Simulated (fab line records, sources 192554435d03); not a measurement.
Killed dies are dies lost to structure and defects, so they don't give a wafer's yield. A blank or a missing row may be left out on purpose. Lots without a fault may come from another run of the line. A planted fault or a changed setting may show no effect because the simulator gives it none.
Problem report in the 8D (eight disciplines) form, filled by code | flow n5_finfet | the parts of the form that need people (team, actions taken, sign-off) are left out

1. THE PROBLEM
run_length_s at N5_MOL_CONTACT_COAG_CVD_140 reads a mean of 199.6 s on 1 wafer of 1 lot; wafers without a fault read 285.7 s with a standard deviation of 0.56. That is -99 or more standard deviations from the usual mean.
The step: deposits W, target thk 66.5 nm, time 215 s.
First seen on wafer L667.4, day 7 06:18, on cvd_w-01. The record holds 37 wafers of 13 lots with a number at this step. Rule for "out", or "out of limits": more than 4 standard deviations from the usual mean. The other wafers with a number count as sound.

2. WHAT IT IS AND WHAT IT IS NOT
question                    | is               | is not
which readings at this step | run_length_s     | heater_power_w
which lots                  | L667             | L659, L662, L663, L664, L665, L671, L677, L678, L679, L680, L681, L682
which wafers of those lots  | L667.4           | L667.3, L667.6
read on which tools         | cvd_w-01         | cvd_w-02
when                        | from day 7 06:18 | up to then (17 sound wafers); but 19 sound wafers of L671, L677, L678, L679, L680, L681, L682 came after

3. SUSPECTS, AND WHAT RULES EACH OUT
Counting: a tool at a process step up to the reading stays a suspect if it ran every lot that is out. Sound lots after the first of them don't rule it out here, since some wafers of a struck lot are sound.
- rie_diel-02 at N5_MOL_CONTACT_COAG_ETCH_67 (etches SOC in N2/H2, target depth 60 nm, overetch 21 nm, time 101.2 s): kept. It ran the lot that is out, L667 (day 7 05:37); its last sound lot up to then is L665 (day 6 16:45).
- cvd_w-01 at N5_MOL_CONTACT_COAG_CVD_140 (deposits W, target thk 66.5 nm, time 215 s): kept. It ran the lot that is out, L667 (day 7 06:18); its last sound lot up to then is L665 (day 6 17:26). Its own readings are out on those wafers: run_length_s.
- Within rie_diel-02 at N5_MOL_CONTACT_COAG_ETCH_67: the wafers that are out ran in chamber 0; their sound lot-mates ran in chambers 2, 3.
Left after counting: rie_diel-02 at N5_MOL_CONTACT_COAG_ETCH_67, cvd_w-01 at N5_MOL_CONTACT_COAG_CVD_140.

4. THE CAUSE (what the simulator had put in)
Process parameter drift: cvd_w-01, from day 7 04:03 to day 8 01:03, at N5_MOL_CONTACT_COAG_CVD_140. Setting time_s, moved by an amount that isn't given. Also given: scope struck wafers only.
Counting left 2 suspects, and this tool is among them.

5. THE CHAIN OF EFFECTS, in route order
Each row: a reading whose mean over the struck wafers that have a number lies more than 3 standard deviations from the usual. Only readings for which the record gives a usual standard deviation are gone through. hours: the time from each lot's start at the first step in this table that gives one to its start at this step, as a median over the lots. sigmas: the change in usual standard deviations.
hours | step                        | reading      | usual   | on struck wafers | change | sigmas
0     | N5_MOL_CONTACT_COAG_CVD_140 | run_length_s | 285.7 s | 199.6            | -86.1  | -99 or more
The process steps in it:
- N5_MOL_CONTACT_COAG_CVD_140: deposits W, target thk 66.5 nm, time 215 s.
Later measuring or inspecting steps at which every struck wafer that the step has a row for has a number for every such reading, and none has moved that far: N5_MOL_CONTACT_COAG_THK_MEAS_53, N5_BEOL_M4_RC_MEAS_101.

6. WHAT WOULD HAVE CAUGHT IT SOONER
In this record the first reading out of limits was taken at day 7 06:18, 2 hours after the fault began at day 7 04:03.
